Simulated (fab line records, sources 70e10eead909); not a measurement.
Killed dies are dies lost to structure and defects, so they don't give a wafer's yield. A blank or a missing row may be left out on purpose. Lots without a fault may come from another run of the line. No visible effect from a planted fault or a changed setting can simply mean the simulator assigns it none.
Chamber matching ; flow nand harc ; ald metal-01 running NHARC_A_WL_FILL_ALD_02: 4 sister chambers
The step deposits TiN, target thk 2 nm, pulse time 3 s, ald cycles 100. 8 wafers are shown with their chamber, then 7 later ones without.

WAFERS WITH THEIR CHAMBER
wafer;chamber;heater power outer w (W);heater power w (W)
L074.1;1;704;1123
L078.5;1;682;1113
L086.4;2;670;1037
L086.5;2;679;1050
L085.4;3;569;951
L085.5;0;528;905
L091.1;0;543;870
L091.2;3;570;933

WAFERS MISSING THEIR CHAMBER
wafer;heater power outer w (W);heater power w (W)
L091.6;766;1145
L095.2;543;921
L095.3;774;1138
L095.6;762;1150
L096.4;579;919
L096.5;588;948
L096.6;703;1046

CHAMBER TAKEN BY EACH
wafer;from the rows above;in truth
L091.6;1;1
L095.2;can't be placed: 0 or 3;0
L095.3;1;1
L095.6;1;1
L096.4;3;3
L096.5;3;3
L096.6;2;2
6 of 7 placed correctly. Cannot be placed on the basis of these rows: 1; the candidates contain the true chamber in 1. Number placed wrongly: 0.
How it was worked out, from the rows above alone: a wafer's distance from a chamber is the root of the sum, over the readings, of the square of ((its reading less the chamber's mean) divided by the reading's scatter). The wafer belongs to the nearest chamber; if the next one is less than 2 further off, it can't be placed. For every chamber, the mean is computed from those of its wafers that are shown. The scatter is the square root of a quotient: the sum, over the shown wafers, of each reading's squared deviation from its chamber's mean, divided by wafers minus chambers.
